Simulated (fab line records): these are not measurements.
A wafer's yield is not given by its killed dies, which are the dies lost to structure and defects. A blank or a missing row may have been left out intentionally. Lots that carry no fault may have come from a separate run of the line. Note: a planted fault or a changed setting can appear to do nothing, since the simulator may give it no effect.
fab line records -- flow n5-finfet
record lots=10, wafers=29, last-day=24
route steps=1938 shown MIM_BOT_ETCH@1867 TV_LITHO@1879 TV_OPEN@1887 PASSIVATION@1936
lots that met no fault: from a run of the same line without faults
start-h: hours from the record's opening day to when the first of the lot's shown wafers began -- wait-h: time in hours since the lot's previous step -- " unchanged from the row above -- L1.1+2: one row covering several wafers at once -- - no value, or no start given -- * or withheld: withheld -- < > ~ a bound
route shown NAME@n: names a module that has steps shown in the file, with the first one's number in the route -- usual: mean and standard deviation over wafers with no fault -- same: alike in all rows -- chamber/n: place in a boat -- sites: the reading at each site -- _std_site: standard deviation across them -- _edge_site: mean of outer sites minus mean of inner sites -- radius-mm: how far each site lies from the wafer's centre -- mask NAME#n: copy n -- behind: the tool/chamber that last shaped the wafer -- hold: what put the lot on hold/how long, in hours/how the hold closed -- device: names the non-switching transistor (n, p or np) -- end of line: at the end of the route, the tests of the same wafers -- a step given without rows: its recipe and nothing more -- killed: dies that structure and defects cost at the first sort, which is not the same as the wafer's yield -- map: a wafer's dies, x killed, . not, _ none there
set.NAME: setting as actually run; set.NAME@STEP: the setting as run at that earlier step -- model.NAME: the simulator's own value behind a step, which no gauge read
one table for each step of the route and one row for each wafer, over a sample of lots
services: from which hour (start-h, from the record's first day; less than 0 if before it) a tool's chamber was out of use, for how many hours, and why
## steps
# step N5_MIM_BOT_ETCH_ETCH_03
# recipe chemistry=Cl2/BCl3, target-depth-a=120, pressure-mtorr=8, icp-w=800, bias-w=100, Cl2_flow_sccm=20, bcl3-flow-sccm=80
# usual drypump-motor-current-A=5.7/0.36, oes-product-au=0.81/0.063, throttle-valve-pct=27.33/0.25
lot.wafer,tool,chamber,start-h,wait-h,drypump-motor-current-A,oes-product-au,rf-hours-counter-h,throttle-valve-pct
L333.2,rie-metal-03,0,413.41,0.1,6.1,0.87,10,27.16
L333.4,rie-metal-03,1,413.41,0.1,5.5,0.68,-,27.99
L333.6,rie-metal-03,1,413.41,0.1,5.5,0.69,-,27.98
L332.2,rie-metal-03,0,432.26,0.1,6.1,0.87,-,27.17
L332.3,rie-metal-03,0,432.26,0.1,6.1,0.86,-,27.18
L332.6,rie-metal-03,0,432.26,0.1,6.1,0.87,-,27.17
L334.1,rie-metal-03,0,451.00,0.1,6.1,0.86,15,27.17
L334.2,rie-metal-03,1,451.00,0.1,5.6,0.97,0,27.91
L334.3,rie-metal-03,0,451.00,0.1,6.1,0.85,-,27.18
L329.2,rie-metal-01,0,457.84,0.1,5.8,0.81,21,27.36
L329.4,rie-metal-01,0,457.84,0.1,5.8,0.82,-,27.37
L329.5,rie-metal-01,1,457.84,0.1,4.9,0.74,-,27.30
L339.1,rie-metal-01,1,465.33,0.1,4.9,0.74,59,27.32
L339.2,rie-metal-01,0,465.33,0.1,5.8,0.82,22,27.37
L339.3,rie-metal-01,1,465.33,0.1,4.9,0.74,-,27.30
L336.2,rie-metal-02,0,498.41,0.1,5.9,0.86,13,27.02
L336.3,rie-metal-02,1,498.41,0.1,5.9,0.77,-,27.49
L336.5,rie-metal-02,1,498.41,0.1,6.0,0.77,-,27.48
L345.2,rie-metal-01,0,514.25,0.1,5.8,0.81,27,27.38
L345.5,rie-metal-01,1,514.25,0.1,4.9,0.74,-,27.31
L345.6,rie-metal-01,0,514.25,0.1,5.8,0.80,-,27.38
L343.3,rie-metal-02,0,525.37,0.1,5.8,0.85,-,27.03
L343.4,rie-metal-02,1,525.37,0.1,5.9,0.77,-,27.49
L343.5,rie-metal-02,1,525.37,0.1,5.9,0.76,-,27.48
L348.3,rie-metal-02,1,542.74,0.1,5.9,0.76,-,27.48
L348.4,rie-metal-02,0,542.74,0.1,5.8,0.83,-,27.01
L351.1,rie-metal-01,0,566.66,0.1,5.8,0.77,35,27.39
L351.2,rie-metal-01,1,566.66,0.1,4.9,0.96,1,27.39
L351.6,rie-metal-01,0,566.66,0.1,5.8,0.77,-,27.38
# step N5_PASSIVATION_EXPOSE_07
# recipe mask-id=TV, na=0.55, source-shape=conventional, sigma-outer=0.8, polarization=unpolarized, defocus-nm=0, target-cd-nm=3000, dose-mj=22.75
# usual exposure-dose-mJ-cm2=22.753/0.023
lot.wafer,tool,chamber,start-h,wait-h,mask,exposure-dose-mJ-cm2
L333.2,krf-scanner-01,0,416.18,-,TV#0,22.765
L333.4,krf-scanner-01,0,416.18,-,TV#0,22.758
L333.6,krf-scanner-01,0,416.18,-,TV#0,22.763
L332.2,krf-scanner-01,0,433.43,-,TV#0,22.739
L332.3,krf-scanner-01,0,433.43,-,TV#0,22.741
L332.6,krf-scanner-01,0,433.43,-,TV#0,22.735
L334.1,krf-scanner-01,0,455.79,-,TV#0,22.755
L334.2,krf-scanner-01,0,455.79,-,TV#0,22.764
L334.3,krf-scanner-01,0,455.79,-,TV#0,22.758
L329.2,krf-scanner-02,0,460.06,-,TV#0,22.746
L329.4,krf-scanner-02,0,460.06,-,TV#0,22.765
L329.5,krf-scanner-02,0,460.06,-,TV#0,22.764
L339.1,krf-scanner-02,0,466.50,-,TV#0,22.837
L339.2,krf-scanner-02,0,466.50,-,TV#0,22.778
L339.3,krf-scanner-02,0,466.50,-,TV#0,22.764
L336.2,krf-scanner-02,0,499.73,-,TV#0,22.742
L336.3,krf-scanner-02,0,499.73,-,TV#0,22.805
L336.5,krf-scanner-02,0,499.73,-,TV#0,22.743
L345.2,krf-scanner-01,0,516.33,-,TV#0,22.749
L345.5,krf-scanner-01,0,516.33,-,TV#0,22.754
L345.6,krf-scanner-01,0,516.33,-,TV#0,22.768
L343.3,krf-scanner-01,0,528.99,-,TV#0,22.730
L343.4,krf-scanner-01,0,528.99,-,TV#0,22.701
L343.5,krf-scanner-01,0,528.99,-,TV#0,22.730
L348.3,krf-scanner-02,0,545.89,-,TV#0,22.743
L348.4,krf-scanner-02,0,545.89,-,TV#0,22.774
L351.1,krf-scanner-02,0,569.22,-,TV#0,22.748
L351.2,krf-scanner-02,0,569.22,-,TV#0,22.758
L351.6,krf-scanner-02,0,569.22,-,TV#0,22.752
# step N5_PASSIVATION_OVL_MEAS_60
# recipe points-per-wafer=44
# usual TV_OVL=0/6.3
lot.wafer,tool,chamber,start-h,wait-h,TV_OVL[nm]
L333.2,overlay-02,0,416.38,0.0,12
L333.4,overlay-02,0,416.38,0.0,9
L333.6,overlay-02,0,416.38,0.0,15
L332.2,overlay-02,0,433.63,0.0,-3
L332.3,overlay-02,0,433.63,0.0,-6
L332.6,overlay-02,0,433.63,0.0,1
L334.1,overlay-02,0,456.00,0.0,6
L334.2,overlay-02,0,456.00,0.0,5
L334.3,overlay-02,0,456.00,0.0,5
L329.2,overlay-02,0,460.26,0.0,-8
L329.4,overlay-02,0,460.26,0.0,-6
L329.5,overlay-02,0,460.26,0.0,-1
L339.1,overlay-01,0,466.71,0.0,2
L339.2,overlay-01,0,466.71,0.0,-8
L339.3,overlay-01,0,466.71,0.0,-6
L336.2,overlay-01,0,499.93,0.0,-3
L336.3,overlay-01,0,499.93,0.0,6
L336.5,overlay-01,0,499.93,0.0,8
L345.2,overlay-02,0,516.53,0.0,391
L345.5,overlay-02,0,516.53,0.0,398
L345.6,overlay-02,0,516.53,0.0,394
L343.3,overlay-01,0,529.19,0.0,387
L343.4,overlay-01,0,529.19,0.0,392
L343.5,overlay-01,0,529.19,0.0,385
L348.3,overlay-01,0,546.08,0.0,10
L348.4,overlay-01,0,546.08,0.0,-8
L351.1,overlay-01,0,569.43,0.0,2
L351.2,overlay-01,0,569.43,0.0,-11
L351.6,overlay-01,0,569.43,0.0,-13
# step N5_PASSIVATION_PASS_ETCH_74
# recipe chemistry=CF4/O2, target=SiNx, target-depth-a=2200, time-s=110, ion-energy-ev=100, pressure-mtorr=40, source-w=535, bias-w=49, Ar_flow_sccm=100, cf4-flow-sccm=100, O2_flow_sccm=10
# usual drypump-motor-current-A=5.6/0.4, oes-product-au=0.79/0.092, rf-vpp-V=242/5.7, showerhead-plenum-p-Torr=2.19/0.054, throttle-valve-pct=15.89/0.16
lot.wafer,tool,chamber,start-h,wait-h,drypump-motor-current-A,oes-product-au,rf-hours-counter-h,rf-vpp-V,showerhead-plenum-p-Torr,throttle-valve-pct
L333.2,rie-diel-04,1,416.50,0.0,5.4,0.96,8,247,2.18,15.95
L333.4,rie-diel-04,0,416.50,0.0,5.3,0.76,123,245,2.30,16.15
L333.6,rie-diel-04,3,416.50,0.0,5.8,0.68,-,251,2.19,15.94
L332.2,rie-diel-04,1,433.83,0.0,5.4,0.95,12,250,2.18,15.98
L332.3,rie-diel-04,0,433.83,0.0,5.3,0.76,128,244,2.30,16.15
L332.6,rie-diel-04,0,433.83,0.0,5.3,0.76,-,245,2.30,16.14
L334.1,rie-diel-04,1,456.12,0.0,5.4,0.93,20,249,2.18,15.99
L334.2,rie-diel-04,0,456.12,0.0,5.3,0.74,135,244,2.30,16.19
L334.3,rie-diel-04,2,456.12,0.0,5.1,0.91,29,240,2.25,15.71
L329.2,rie-diel-04,0,461.08,0.0,5.3,0.74,137,246,2.29,16.17
L329.4,rie-diel-04,1,461.08,0.0,5.4,0.93,-,248,2.18,15.97
L329.5,rie-diel-04,2,461.08,0.0,5.1,0.90,-,241,2.25,15.71
L339.1,rie-diel-05,2,467.32,0.0,5.7,0.68,233,244,2.19,16.04
L339.2,rie-diel-05,0,467.32,0.0,5.3,0.87,36,238,2.16,15.73
L339.3,rie-diel-05,3,467.32,0.0,5.9,0.87,62,232,2.16,15.79
L336.2,rie-diel-01,1,500.14,0.0,5.6,0.71,189,243,2.20,16.00
L336.3,rie-diel-01,2,500.14,0.0,6.2,0.77,121,241,2.21,15.94
L336.5,rie-diel-01,1,500.14,0.0,5.6,0.71,-,244,2.20,16.01
L345.2,rie-diel-04,2,517.16,0.0,5.1,0.86,51,242,2.24,15.75
L345.5,rie-diel-04,2,517.16,0.0,5.1,0.86,-,241,2.24,15.74
L345.6,rie-diel-04,1,517.16,0.0,5.4,0.88,-,248,2.17,16.02
L343.3,rie-diel-01,3,529.43,0.0,6.2,0.80,106,246,2.20,15.75
L343.4,rie-diel-01,1,529.43,0.0,5.6,0.70,198,244,2.20,16.04
L343.5,rie-diel-01,3,529.43,0.0,6.2,0.80,-,246,2.20,15.77
L348.3,rie-diel-05,3,546.62,0.0,5.9,0.84,91,231,2.15,15.85
L348.4,rie-diel-05,2,546.62,0.0,5.6,0.98,6,242,2.18,15.61
L351.1,rie-diel-01,3,569.74,0.0,6.2,0.79,120,245,2.20,15.78
L351.2,rie-diel-01,1,569.74,0.0,5.6,0.70,212,243,2.20,16.04
L351.6,rie-diel-01,3,569.74,0.0,6.2,0.79,-,246,2.19,15.79
# step N5_PASSIVATION_ETCH_15
# recipe chemistry=CF4/N2, target=SiCN, target-depth-a=750, taper-deg=2, time-s=81.2, ion-energy-ev=150, mask-material=SiNx, pressure-mtorr=40, source-w=430, bias-w=70, Ar_flow_sccm=100, cf4-flow-sccm=60, n2-flow-sccm=60
# usual drypump-motor-current-A=5.6/0.41, n2-flow-sccm=59.99/0.2, oes-product-au=0.79/0.091, rf-vpp-V=381.9/1.6, showerhead-plenum-p-Torr=2.19/0.056, throttle-valve-pct=15.34/0.17
lot.wafer,tool,chamber,start-h,wait-h,drypump-motor-current-A,n2-flow-sccm,oes-product-au,rf-hours-counter-h,rf-vpp-V,showerhead-plenum-p-Torr,throttle-valve-pct
L333.2,rie-diel-04,1,-,-,5.4,59.98,0.95,8,382.1,2.19,15.40
L333.4,rie-diel-04,0,-,-,5.3,60.18,0.75,123,383.9,2.31,15.61
L333.6,rie-diel-04,3,-,-,5.8,60.23,0.68,-,381.0,2.19,15.41
L332.2,rie-diel-04,1,-,-,5.4,59.86,0.94,13,381.5,2.19,15.40
L332.3,rie-diel-04,0,-,-,5.3,60.23,0.74,128,385.5,2.31,15.63
L332.6,rie-diel-04,0,-,-,5.3,60.21,0.75,-,386.4,2.31,15.64
L334.1,rie-diel-04,1,-,-,5.4,59.73,0.93,20,381.9,2.18,15.42
L334.2,rie-diel-04,0,-,-,5.3,59.99,0.74,135,384.4,2.30,15.64
L334.3,rie-diel-04,2,-,-,5.1,60.09,0.91,29,383.9,2.25,15.13
L329.2,rie-diel-04,0,-,-,5.3,59.98,0.74,137,385.5,2.30,15.68
L329.4,rie-diel-04,1,-,-,5.4,60.09,0.92,-,381.7,2.18,15.43
L329.5,rie-diel-04,2,-,-,5.1,60.17,0.90,-,384.1,2.25,15.15
L339.1,rie-diel-05,2,-,-,5.7,60.22,0.68,233,382.2,2.18,15.44
L339.2,rie-diel-05,0,-,-,5.3,60.01,0.87,36,380.8,2.16,15.20
L339.3,rie-diel-05,3,-,-,5.9,60.02,0.87,62,381.1,2.15,15.19
L336.2,rie-diel-01,1,-,-,5.6,60.11,0.71,190,382.1,2.20,15.43
L336.3,rie-diel-01,2,-,-,6.2,59.96,0.78,121,382.4,2.21,15.40
L336.5,rie-diel-01,1,-,-,5.6,60.16,0.72,-,382.1,2.20,15.43
L345.2,rie-diel-04,2,-,-,5.1,60.09,0.86,51,383.2,2.24,15.20
L345.5,rie-diel-04,2,-,-,5.1,60.11,0.86,-,383.9,2.24,15.20
L345.6,rie-diel-04,1,-,-,5.4,60.08,0.88,-,380.6,2.17,15.46
L343.3,rie-diel-01,3,-,-,6.2,60.13,0.79,106,383.0,2.20,15.20
L343.4,rie-diel-01,1,-,-,5.6,60.06,0.70,198,383.8,2.20,15.45
L343.5,rie-diel-01,3,-,-,6.2,60.35,0.80,-,383.1,2.20,15.20
L348.3,rie-diel-05,3,-,-,5.9,59.58,0.83,91,379.8,2.14,15.29
L348.4,rie-diel-05,2,-,-,5.6,59.65,0.97,6,381.1,2.17,15.02
L351.1,rie-diel-01,3,-,-,6.2,59.88,0.79,120,381.0,2.20,15.25
L351.2,rie-diel-01,1,-,-,5.6,60.19,0.70,212,382.1,2.19,15.47
L351.6,rie-diel-01,3,-,-,6.2,59.95,0.79,-,382.5,2.20,15.23
# step N5_PASSIVATION_PROBE_49
# usual defect-limited-yield=90.7/1.5, killed_at_M0_to_M3=38/11, killed_at_M4_up=15/5.5, killed-at-contacts=12/6, killed-at-front-end=41/11, killed-at-other=3.5/2.7, killed-dies=110/18, killed-open=72/13, killed-short=35/8.7, sort_bin_5_function=5.5/1.1, sort_bin_6_memory=3.4/0.63, sort-n-pass=1070/18, sort-yield-pct=90.7/1.5
# same gross-dies=1180, killed-at-back-side=0, sort_bin_4_leakage[%]=0, sort_bin_8_speed[%]=0
lot.wafer,tool,chamber,start-h,wait-h,defect-limited-yield[%],killed_at_M0_to_M3,killed_at_M4_up,killed-at-contacts,killed-at-front-end,killed-at-other,killed-dies,killed-open,killed-short,sort_bin_5_function[%],sort_bin_6_memory[%],sort-n-pass,sort-yield-pct[%]
L333.2,prober-02,-,423.43,0.1,91.8,29,19,12,37,0,97,62,34,5.3,2.7,1083,91.8
L333.4,prober-02,-,423.53,0.2,93.0,34,16,3,22,8,83,56,26,4.9,1.9,1097,93.0
L333.6,prober-02,-,423.63,0.3,93.8,16,16,14,23,4,73,54,18,2.9,2.9,1107,93.8
L332.2,prober-02,-,440.79,0.1,89.2,39,25,9,52,2,127,79,45,6.7,3.6,1053,89.2
L332.3,prober-02,-,440.84,0.1,88.9,38,22,3,66,2,131,78,48,6.6,4.2,1049,88.9
L332.6,prober-02,-,440.99,0.3,90.5,32,16,7,52,5,112,73,38,5.4,3.8,1068,90.5
L334.1,prober-01,-,463.22,0.0,90.8,33,15,9,49,3,109,78,31,5.8,3.3,1071,90.8
L334.2,prober-01,-,463.27,0.1,91.5,26,12,14,45,3,100,61,39,5.1,2.9,1080,91.5
L334.3,prober-01,-,463.32,0.1,92.2,28,21,5,36,2,92,65,25,4.4,3.1,1088,92.2
L329.2,prober-02,-,469.29,0.1,89.5,51,18,11,40,4,124,82,41,5.8,4.2,1056,89.5
L329.4,prober-02,-,469.39,0.2,90.3,45,11,22,36,1,115,74,39,6.2,3.2,1065,90.3
L329.5,prober-02,-,469.44,0.2,90.6,48,11,13,37,2,111,74,36,5.6,3.5,1069,90.6
L339.1,prober-01,-,474.20,0.0,93.0,24,11,11,33,4,83,57,24,3.6,3.1,1097,93.0
L339.2,prober-01,-,474.25,0.1,93.1,29,4,5,42,2,82,54,28,3.6,3.0,1098,93.1
L339.3,prober-01,-,474.30,0.1,92.4,34,7,15,33,1,90,59,31,3.8,3.3,1090,92.4
L336.2,prober-02,-,507.30,0.1,93.2,30,13,6,30,1,80,52,27,3.4,3.2,1100,93.2
L336.3,prober-02,-,507.35,0.1,91.1,33,20,6,45,1,105,64,37,4.9,3.5,1075,91.1
L336.5,prober-02,-,507.45,0.2,89.5,34,33,8,49,0,124,70,48,6.2,3.3,1056,89.5
L345.2,prober-01,-,524.48,0.1,90.3,36,22,8,41,7,114,76,32,5.6,3.4,1066,90.3
L345.5,prober-01,-,524.63,0.2,90.2,48,13,9,39,7,116,81,32,5.7,3.4,1064,90.2
L345.6,prober-01,-,524.68,0.3,90.4,53,17,13,28,2,113,84,29,5.3,3.8,1067,90.4
L343.3,prober-02,-,536.03,0.1,89.7,51,17,11,41,1,121,81,35,6.1,3.6,1059,89.7
L343.4,prober-02,-,536.08,0.2,89.2,44,18,7,56,3,128,70,52,6.4,3.6,1052,89.2
L343.5,prober-02,-,536.13,0.2,88.9,28,17,13,73,0,131,98,33,6.4,4.2,1049,88.9
L348.3,prober-01,-,554.84,0.1,89.4,48,13,10,46,8,125,77,48,6.4,3.5,1055,89.4
L348.4,prober-01,-,554.89,0.2,90.7,40,16,10,36,8,110,81,29,5.9,3.1,1070,90.7
L351.1,prober-01,-,576.66,0.0,89.9,43,24,9,43,0,119,79,38,6.7,3.1,1061,89.9
L351.2,prober-01,-,576.71,0.1,92.1,35,20,7,29,2,93,66,27,4.4,3.2,1087,92.1
L351.6,prober-01,-,576.91,0.3,90.8,46,16,6,38,3,109,75,31,5.7,3.2,1071,90.8
# killed by level:class
L333.2 BEOL_M0_SAQP:geometric-particle:short=11 MOL_CONTACT_COAG:geometric-particle:open=10 BEOL_M0_SAQP:geometric-particle:open=7 BEOL_M4:geometric-particle:open=7 FIN_SAQP:geometric-particle:open=6 FIN_SAQP:geometric-particle:short=6 BEOL_M2:geometric-particle:open=5 BEOL_M5:geometric-particle:open=5
L333.4 BEOL_M5:geometric-particle:open=7 BEOL_M0_SAQP:geometric-particle:open=6 BEOL_M0_SAQP:geometric-particle:short=6 BEOL_M3:geometric-particle:open=6 BEOL_M2:geometric-particle:open=5 FIN_SAQP:geometric-particle:short=4 GATE_CUT:geometric-particle:short=4 STARTING-WAFER:geometric-particle:open=4
L333.6 MOL_CONTACT_COAG:geometric-particle:open=12 BEOL_M4:geometric-particle:open=7 STI_FIN_REVEAL:geometric-particle:open=5 BEOL_M0_SAQP:geometric-particle:short=5 FIN_SAQP:geometric-particle:short=4 BEOL_M7:geometric-particle:open=4 STARTING-WAFER:geometric-particle:open=4 PAD_METAL:geometric-particle:open=3
L332.2 FIN_SAQP:geometric-particle:short=19 FIN_SAQP:geometric-particle:open=14 BEOL_M0_SAQP:geometric-particle:open=9 BEOL_M4:geometric-particle:open=9 BEOL_M3:geometric-particle:open=8 BEOL_M5:geometric-particle:open=8 BEOL_M2:geometric-particle:open=7 MOL_CONTACT_COAG:geometric-particle:open=6
L332.3 FIN_SAQP:geometric-particle:open=20 FIN_SAQP:geometric-particle:short=15 DUMMY_GATE:geometric-particle:open=10 BEOL_M4:geometric-particle:open=8 BEOL_M0_SAQP:geometric-particle:open=6 BEOL_M0_SAQP:geometric-particle:short=6 BEOL_M1:geometric-particle:open=5 BEOL_M2:geometric-particle:open=5
L332.6 FIN_SAQP:geometric-particle:open=21 FIN_SAQP:geometric-particle:short=12 BEOL_M2:geometric-particle:open=9 BEOL_M4:geometric-particle:open=9 BEOL_M0_SAQP:geometric-particle:short=6 BEOL_M0_SAQP:geometric-particle:open=6 MOL_CONTACT_COAG:geometric-particle:open=5 BEOL_M1:geometric-particle:open=4
L334.1 STI_FIN_REVEAL:geometric-particle:open=10 FIN_SAQP:geometric-particle:open=9 BEOL_M4:geometric-particle:open=9 MOL_CONTACT_COAG:geometric-particle:open=8 BEOL_M1:geometric-particle:open=8 FIN_SAQP:geometric-particle:short=7 BEOL_M0_SAQP:geometric-particle:open=7 BEOL_M0_SAQP:geometric-particle:short=7
L334.2 FIN_SAQP:geometric-particle:short=13 STI_FIN_REVEAL:geometric-particle:open=13 MOL_CONTACT_COAG:geometric-particle:open=10 BEOL_M0_SAQP:geometric-particle:open=7 BEOL_M0_SAQP:geometric-particle:short=7 BEOL_M1:geometric-particle:open=7 BEOL_M4:geometric-particle:open=5 FIN_SAQP:geometric-particle:open=4
L334.3 STI_FIN_REVEAL:geometric-particle:open=11 BEOL_M4:geometric-particle:open=11 BEOL_M0_SAQP:geometric-particle:open=6 FIN_SAQP:geometric-particle:open=5 DUMMY_GATE:geometric-particle:open=5 BEOL_M0_SAQP:geometric-particle:short=5 STI_FIN_REVEAL:geometric-particle:short=4 MOL_CONTACT_COAG:geometric-particle:open=4
L329.2 BEOL_M0_SAQP:geometric-particle:short=14 BEOL_M0_SAQP:geometric-particle:open=13 STI_FIN_REVEAL:geometric-particle:open=12 MOL_CONTACT_COAG:geometric-particle:open=10 BEOL_M2:geometric-particle:open=9 BEOL_M4:geometric-particle:open=8 FIN_SAQP:geometric-particle:open=6 BEOL_M1:geometric-particle:open=6
L329.4 STI_FIN_REVEAL:geometric-particle:open=15 MOL_CONTACT_COAG:geometric-particle:open=15 BEOL_M2:geometric-particle:open=8 BEOL_M3:geometric-particle:open=8 MOL_CONTACT_COAG:geometric-particle:short=7 BEOL_M0_SAQP:geometric-particle:short=7 BEOL_M0_SAQP:geometric-particle:open=7 FIN_SAQP:geometric-particle:open=5
L329.5 MOL_CONTACT_COAG:geometric-particle:open=11 BEOL_M2:geometric-particle:open=10 STI_FIN_REVEAL:geometric-particle:open=8 BEOL_M3:geometric-particle:open=8 BEOL_M0_SAQP:geometric-particle:short=7 BEOL_M1:geometric-particle:open=7 BEOL_M0:geometric-particle:open=6 STARTING-WAFER:geometric-particle:short=6
L339.1 FIN_SAQP:geometric-particle:open=11 MOL_CONTACT_COAG:geometric-particle:open=9 BEOL_M0_SAQP:geometric-particle:short=7 STI_FIN_REVEAL:geometric-particle:open=5 BEOL_M0_SAQP:geometric-particle:open=5 STARTING-WAFER:geometric-particle:short=5 FIN_SAQP:geometric-particle:short=4 BEOL_M2:geometric-particle:open=4
L339.2 FIN_SAQP:geometric-particle:open=13 FIN_SAQP:geometric-particle:short=10 BEOL_M3:geometric-particle:open=10 BEOL_M0_SAQP:geometric-particle:open=9 MOL_CONTACT_COAG:geometric-particle:open=5 BEOL_M2:geometric-particle:open=4 STARTING-WAFER:geometric-particle:short=4 STI_FIN_REVEAL:geometric-particle:open=3
L339.3 MOL_CONTACT_COAG:geometric-particle:open=15 STI_FIN_REVEAL:geometric-particle:open=9 BEOL_M0_SAQP:geometric-particle:open=8 BEOL_M3:geometric-particle:short=7 FIN_SAQP:geometric-particle:short=6 BEOL_M3:geometric-particle:open=6 FIN_SAQP:geometric-particle:open=5 BEOL_M0_SAQP:geometric-particle:short=4
L336.2 BEOL_M2:geometric-particle:open=10 FIN_SAQP:geometric-particle:short=9 BEOL_M4:geometric-particle:open=8 MOL_CONTACT_COAG:geometric-particle:open=6 FIN_SAQP:geometric-particle:open=5 GATE_CUT:geometric-particle:open=5 BEOL_M3:geometric-particle:open=5 BEOL_M1:geometric-particle:open=4
L336.3 FIN_SAQP:geometric-particle:open=9 BEOL_M4:geometric-particle:open=9 FIN_SAQP:geometric-particle:short=8 BEOL_M1:geometric-particle:open=8 BEOL_M3:geometric-particle:open=6 MOL_CONTACT_COAG:geometric-particle:open=5 BEOL_M2:geometric-particle:open=5 STI_FIN_REVEAL:geometric-particle:open=4
L336.5 BEOL_M4:geometric-particle:open=16 GATE_CUT:geometric-particle:short=14 BEOL_M1:geometric-particle:open=11 FIN_SAQP:geometric-particle:open=7 MOL_CONTACT_COAG:geometric-particle:open=7 BEOL_M4:geometric-particle:short=6 BEOL_M2:geometric-particle:open=5 BEOL_M3:geometric-particle:open=5
L345.2 FIN_SAQP:geometric-particle:open=11 BEOL_M3:geometric-particle:open=9 FIN_SAQP:geometric-particle:short=8 BEOL_M4:geometric-particle:open=8 MOL_CONTACT_COAG:geometric-particle:open=6 BEOL_M1:geometric-particle:open=6 STI_FIN_REVEAL:geometric-particle:open=5 BEOL_M0_SAQP:geometric-particle:short=5
L345.5 FIN_SAQP:geometric-particle:open=15 BEOL_M1:geometric-particle:open=10 BEOL_M0_SAQP:geometric-particle:short=9 BEOL_M3:geometric-particle:open=9 BEOL_M0_SAQP:geometric-particle:open=8 BEOL_M4:geometric-particle:open=8 MOL_CONTACT_COAG:geometric-particle:open=7 GATE_CUT:geometric-particle:short=6
L345.6 BEOL_M1:geometric-particle:open=20 FIN_SAQP:geometric-particle:open=13 BEOL_M4:geometric-particle:open=11 MOL_CONTACT_COAG:geometric-particle:open=11 BEOL_M3:geometric-particle:open=9 BEOL_M0_SAQP:geometric-particle:short=8 BEOL_M0_SAQP:geometric-particle:open=7 FIN_SAQP:geometric-particle:short=5
L343.3 BEOL_M0_SAQP:geometric-particle:short=17 BEOL_M0_SAQP:geometric-particle:open=15 STI_FIN_REVEAL:geometric-particle:open=13 MOL_CONTACT_COAG:geometric-particle:open=9 BEOL_M1:geometric-particle:open=6 FIN_SAQP:geometric-particle:open=5 BEOL_M4:geometric-particle:open=5 BEOL_M1:geometric-particle:short=5
L343.4 STI_FIN_REVEAL:geometric-particle:open=19 BEOL_M0_SAQP:geometric-particle:short=16 BEOL_M0_SAQP:geometric-particle:open=14 FIN_SAQP:geometric-particle:short=11 BEOL_M4:geometric-particle:open=11 STI_FIN_REVEAL:geometric-particle:short=7 MOL_CONTACT_COAG:geometric-particle:open=5 BEOL_M1:geometric-particle:open=5
L343.5 STI_FIN_REVEAL:geometric-particle:open=29 BEOL_M4:geometric-particle:open=12 FIN_SAQP:geometric-particle:open=11 MOL_CONTACT_COAG:geometric-particle:open=10 BEOL_M0_SAQP:geometric-particle:open=10 FIN_SAQP:geometric-particle:short=7 DUMMY_GATE:geometric-particle:open=6 STI_FIN_REVEAL:geometric-particle:short=5
L348.3 BEOL_M3:geometric-particle:open=13 BEOL_M2:geometric-particle:open=8 FIN_SAQP:geometric-particle:open=7 BEOL_M3:geometric-particle:short=7 STARTING-WAFER:geometric-particle:short=7 MOL_CONTACT_COAG:geometric-particle:open=7 BEOL_M0_SAQP:geometric-particle:open=7 FIN_SAQP:geometric-particle:short=5
L348.4 BEOL_M3:geometric-particle:open=16 BEOL_M2:geometric-particle:open=9 MOL_CONTACT_COAG:geometric-particle:open=8 BEOL_M4:geometric-particle:open=8 FIN_SAQP:geometric-particle:short=7 STI_FIN_REVEAL:geometric-particle:open=6 BEOL_M1:geometric-particle:open=6 FIN_SAQP:geometric-particle:open=4
L351.1 BEOL_M1:geometric-particle:open=16 BEOL_M4:geometric-particle:open=11 FIN_SAQP:geometric-particle:short=10 MOL_CONTACT_COAG:geometric-particle:open=8 STI_FIN_REVEAL:geometric-particle:open=7 BEOL_M3:geometric-particle:open=6 BEOL_M0_SAQP:geometric-particle:open=5 BEOL_M0_SAQP:geometric-particle:short=5
L351.2 BEOL_M4:geometric-particle:open=10 BEOL_M1:geometric-particle:open=7 BEOL_M2:geometric-particle:open=6 BEOL_M0:geometric-particle:open=6 STI_FIN_REVEAL:geometric-particle:open=5 MOL_CONTACT_COAG:geometric-particle:open=5 BEOL_M3:geometric-particle:open=4 FIN_SAQP:geometric-particle:open=3
L351.6 BEOL_M0_SAQP:geometric-particle:open=12 BEOL_M0_SAQP:geometric-particle:short=10 DUMMY_GATE:geometric-particle:open=9 BEOL_M1:geometric-particle:open=9 BEOL_M4:geometric-particle:open=8 STI_FIN_REVEAL:geometric-particle:open=7 BEOL_M2:geometric-particle:open=7 BEOL_M3:geometric-particle:open=5
## services
tool,chamber,start-h,hours,kind
krf-scanner-02,-,391.33,0.3,repair
rie-diel-01,3,402.03,14.8,repair
rie-diel-01,0,408.18,3.1,repair
rie-diel-01,3,422.49,3.5,repair
krf-scanner-02,-,423.88,0.3,repair
krf-scanner-02,-,442.99,0.7,repair
krf-scanner-02,-,448.21,0.8,pm
rie-diel-01,-,452.31,14.6,pm
krf-scanner-01,-,456.18,0.6,repair
krf-scanner-01,-,466.17,0.8,pm
rie-diel-01,-,467.94,2.8,pm
rie-diel-01,1,471.75,9.3,repair
rie-diel-01,3,475.74,4.3,repair
krf-scanner-01,-,478.06,1.7,repair
krf-scanner-01,-,480.47,1.0,pm
krf-scanner-02,-,484.55,1.3,pm
krf-scanner-01,-,492.65,0.8,pm
krf-scanner-01,-,497.42,1.3,pm
krf-scanner-01,-,498.87,0.8,repair
krf-scanner-02,-,501.06,0.5,repair
rie-diel-04,1,534.87,3.4,repair
rie-diel-01,2,564.15,3.8,repair
krf-scanner-01,-,568.49,2.3,repair
rie-diel-04,-,569.68,0.2,repair
## key
first-sign step=N5_PASSIVATION_OVL_MEAS_60, reading=TV_OVL, direction=up, sigmas=62, usual=0, struck=391
effect none on later readings
met-at N5_PASSIVATION_EXPOSE_07
struck-lots L343,L345
not-acting-at N5_MIM_BOT_ETCH_ETCH_03,N5_PASSIVATION_PASS_ETCH_74,N5_PASSIVATION_ETCH_15
onset-between 455.79 516.33
fault kind=scanner-matching-overlay, tool=krf-scanner-01, chamber=-, onset-h=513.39, steps=N5_PASSIVATION_EXPOSE_07, offset=386.24
